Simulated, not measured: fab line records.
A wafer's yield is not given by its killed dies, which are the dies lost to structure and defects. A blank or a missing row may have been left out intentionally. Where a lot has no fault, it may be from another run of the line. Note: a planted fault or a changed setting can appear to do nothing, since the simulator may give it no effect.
A sampling plan put to the test + flow nandHarc + one fab line, 24 faults that these records tell of, each judged on the records of the lots that it struck; 1 more is left out, because the records don't allow judging it
The plan is the line's own looks: the steps of the route at which a gauge or an inspection reads the wafer and doesn't change it. A look is open to judgement when struck wafers have a number at it and the file gives its usual mean and standard deviation on fault-free wafers. Caught: a look later than the fault's first step finds the struck wafers' mean 4 or more of those standard deviations (sigma) from the usual mean. On the tool: the fault's steps, tested the same way using the tool's own readings. A different recipe on the struck wafers counts as caught too, as does a record blank only for those wafers.

== THE FAULTS, as the simulator had put them in ==
1. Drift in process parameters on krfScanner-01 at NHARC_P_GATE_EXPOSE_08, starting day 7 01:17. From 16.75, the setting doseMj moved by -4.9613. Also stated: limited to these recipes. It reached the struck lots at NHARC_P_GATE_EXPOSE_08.
2. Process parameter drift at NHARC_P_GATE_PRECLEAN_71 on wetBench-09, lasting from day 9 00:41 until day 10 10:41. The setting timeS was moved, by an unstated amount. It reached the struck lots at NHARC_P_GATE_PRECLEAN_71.
3. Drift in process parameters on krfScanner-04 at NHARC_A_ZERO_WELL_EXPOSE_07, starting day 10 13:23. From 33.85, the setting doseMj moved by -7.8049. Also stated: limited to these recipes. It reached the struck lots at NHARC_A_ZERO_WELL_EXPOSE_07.
4. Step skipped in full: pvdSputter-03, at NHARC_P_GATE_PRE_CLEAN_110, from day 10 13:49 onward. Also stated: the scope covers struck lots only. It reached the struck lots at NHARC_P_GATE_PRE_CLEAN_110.
5. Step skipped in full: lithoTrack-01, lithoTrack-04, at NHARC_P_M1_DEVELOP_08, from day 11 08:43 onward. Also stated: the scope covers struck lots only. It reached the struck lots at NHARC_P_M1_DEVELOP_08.
6. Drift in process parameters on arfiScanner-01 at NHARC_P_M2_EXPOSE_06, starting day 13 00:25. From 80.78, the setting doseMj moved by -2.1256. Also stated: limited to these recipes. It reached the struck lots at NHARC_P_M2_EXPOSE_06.
7. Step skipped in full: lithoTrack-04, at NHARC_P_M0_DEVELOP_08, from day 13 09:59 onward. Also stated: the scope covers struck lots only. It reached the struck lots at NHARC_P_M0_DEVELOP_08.
8. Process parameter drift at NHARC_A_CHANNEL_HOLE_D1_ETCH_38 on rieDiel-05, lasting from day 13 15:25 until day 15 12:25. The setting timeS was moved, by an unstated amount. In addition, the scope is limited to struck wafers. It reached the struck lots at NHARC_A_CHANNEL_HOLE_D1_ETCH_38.
9. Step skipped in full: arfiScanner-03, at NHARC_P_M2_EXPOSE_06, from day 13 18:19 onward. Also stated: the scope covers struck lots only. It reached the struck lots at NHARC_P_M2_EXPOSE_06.
10. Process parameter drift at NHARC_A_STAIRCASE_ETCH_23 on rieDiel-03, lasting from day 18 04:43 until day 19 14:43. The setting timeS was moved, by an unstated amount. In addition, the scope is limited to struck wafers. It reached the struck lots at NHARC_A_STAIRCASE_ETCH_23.
11. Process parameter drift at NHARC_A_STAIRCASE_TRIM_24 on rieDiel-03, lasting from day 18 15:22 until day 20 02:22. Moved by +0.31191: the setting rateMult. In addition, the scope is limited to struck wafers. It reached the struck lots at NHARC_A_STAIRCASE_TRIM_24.
12. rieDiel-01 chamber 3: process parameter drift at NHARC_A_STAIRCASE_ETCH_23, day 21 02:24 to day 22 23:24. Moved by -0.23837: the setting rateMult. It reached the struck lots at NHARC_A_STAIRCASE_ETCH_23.
13. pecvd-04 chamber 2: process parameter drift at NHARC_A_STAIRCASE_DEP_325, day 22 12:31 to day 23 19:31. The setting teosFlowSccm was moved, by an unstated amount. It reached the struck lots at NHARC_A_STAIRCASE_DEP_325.
14. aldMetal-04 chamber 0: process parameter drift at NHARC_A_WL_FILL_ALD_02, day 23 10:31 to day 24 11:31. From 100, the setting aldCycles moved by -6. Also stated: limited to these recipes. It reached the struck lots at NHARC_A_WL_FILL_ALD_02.
15. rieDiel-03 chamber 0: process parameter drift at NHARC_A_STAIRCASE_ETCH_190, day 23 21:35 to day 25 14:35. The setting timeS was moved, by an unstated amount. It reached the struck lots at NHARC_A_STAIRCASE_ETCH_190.
16. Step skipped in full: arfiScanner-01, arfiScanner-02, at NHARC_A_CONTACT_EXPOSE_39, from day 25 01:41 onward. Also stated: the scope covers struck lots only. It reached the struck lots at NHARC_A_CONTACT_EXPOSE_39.
17. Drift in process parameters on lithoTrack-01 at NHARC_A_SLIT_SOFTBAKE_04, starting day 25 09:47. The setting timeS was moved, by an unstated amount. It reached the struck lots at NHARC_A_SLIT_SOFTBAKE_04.
18. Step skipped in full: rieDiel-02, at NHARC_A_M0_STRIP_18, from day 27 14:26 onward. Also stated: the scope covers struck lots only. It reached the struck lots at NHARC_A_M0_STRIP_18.
19. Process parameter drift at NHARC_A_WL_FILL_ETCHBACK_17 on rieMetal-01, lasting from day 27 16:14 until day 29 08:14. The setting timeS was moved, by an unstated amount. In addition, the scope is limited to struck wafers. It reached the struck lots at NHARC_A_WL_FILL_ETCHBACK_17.
20. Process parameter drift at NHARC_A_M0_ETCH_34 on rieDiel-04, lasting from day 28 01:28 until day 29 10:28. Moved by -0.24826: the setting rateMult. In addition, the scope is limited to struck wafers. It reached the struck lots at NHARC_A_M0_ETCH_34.
21. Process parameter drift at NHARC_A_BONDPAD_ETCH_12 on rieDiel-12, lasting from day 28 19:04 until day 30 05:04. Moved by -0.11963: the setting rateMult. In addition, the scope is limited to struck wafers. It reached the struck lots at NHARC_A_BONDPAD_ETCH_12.
22. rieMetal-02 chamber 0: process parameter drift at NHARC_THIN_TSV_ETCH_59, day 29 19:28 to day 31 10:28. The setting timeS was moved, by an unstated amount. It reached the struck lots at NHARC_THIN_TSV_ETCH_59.
23. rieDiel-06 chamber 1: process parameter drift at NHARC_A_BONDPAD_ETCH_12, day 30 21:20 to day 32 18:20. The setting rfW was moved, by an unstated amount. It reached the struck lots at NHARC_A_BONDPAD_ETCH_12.
24. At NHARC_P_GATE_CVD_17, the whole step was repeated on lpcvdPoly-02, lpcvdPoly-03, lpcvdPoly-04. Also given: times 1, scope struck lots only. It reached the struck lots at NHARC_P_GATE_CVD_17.

== WHAT THE PLAN SAW ==
| fault | on the tool itself                               | first look that catches it                      | reading, sigma | median hours from its first step to that look | hours from the fault's start to the first struck lot there | judged looks passed uncaught |
|-------|--------------------------------------------------|-------------------------------------------------|----------------|-----------------------------------------------|------------------------------------------------------------|------------------------------|
| 1     | exposureDoseMJCm2 -99 or beyond sigma            | no look after it can be judged                  | -              | -                                             | -                                                          | 0                            |
| 2     | no reading that can be judged                    | not the one look that can be judged after it    | -              | -                                             | -                                                          | 1                            |
| 3     | exposureDoseMJCm2 -99 or beyond sigma            | none of the 2 looks that can be judged after it | -              | -                                             | -                                                          | 2                            |
| 4     | the tool's record is blank for the struck wafers | not the one look that can be judged after it    | -              | -                                             | -                                                          | 1                            |
| 5     | the tool's record is blank for the struck wafers | no look after it can be judged                  | -              | -                                             | -                                                          | 0                            |
| 6     | exposureDoseMJCm2 -21 sigma                      | not the one look that can be judged after it    | -              | -                                             | -                                                          | 1                            |
| 7     | the tool's record is blank for the struck wafers | no look after it can be judged                  | -              | -                                             | -                                                          | 0                            |
| 8     | runLengthS -45 sigma                             | no look after it can be judged                  | -              | -                                             | -                                                          | 0                            |
| 9     | no reading that can be judged                    | no look after it can be judged                  | -              | -                                             | -                                                          | 0                            |
| 10    | runLengthS -41 sigma                             | no look after it can be judged                  | -              | -                                             | -                                                          | 0                            |
| 11    | oesProductAu +16 sigma                           | no look after it can be judged                  | -              | -                                             | -                                                          | 0                            |
| 12    | oesProductAu -9.9 sigma                          | no look after it can be judged                  | -              | -                                             | -                                                          | 0                            |
| 13    | mfcPrecursorSccm -99 or beyond sigma             | no look after it can be judged                  | -              | -                                             | -                                                          | 0                            |
| 14    | under 2 sigma                                    | no look after it can be judged                  | -              | -                                             | -                                                          | 0                            |
| 15    | runLengthS -21 sigma                             | no look after it can be judged                  | -              | -                                             | -                                                          | 0                            |
| 16    | no reading that can be judged                    | no look after it can be judged                  | -              | -                                             | -                                                          | 0                            |
| 17    | heaterPowerTotalW +34 sigma                      | not the one look that can be judged after it    | -              | -                                             | -                                                          | 1                            |
| 18    | the tool's record is blank for the struck wafers | no look after it can be judged                  | -              | -                                             | -                                                          | 0                            |
| 19    | runLengthS -6.4 sigma                            | no look after it can be judged                  | -              | -                                             | -                                                          | 0                            |
| 20    | oesProductAu -11 sigma                           | not the one look that can be judged after it    | -              | -                                             | -                                                          | 1                            |
| 21    | only faintly: oesProductAu -3.5 sigma            | no look after it can be judged                  | -              | -                                             | -                                                          | 0                            |
| 22    | runLengthS -41 sigma                             | no look after it can be judged                  | -              | -                                             | -                                                          | 0                            |
| 23    | rfFwdPowerW -99 or beyond sigma                  | no look after it can be judged                  | -              | -                                             | -                                                          | 0                            |
| 24    | under 2 sigma                                    | no look after it can be judged                  | -              | -                                             | -                                                          | 0                            |
Dash: fault not caught, or number not given in these records.

Caught at a look: 0 of 24. Caught on the tool: 18 of 24. By one or the other: 18 of 24.
Caught on the tool alone: faults 1, 3, 4, 5, 6, 7, 8, 10, 11, 12, 13, 15, 17, 18, 19, 20, 22, 23.
Caught by neither: faults 2, 9, 14, 16, 21, 24.
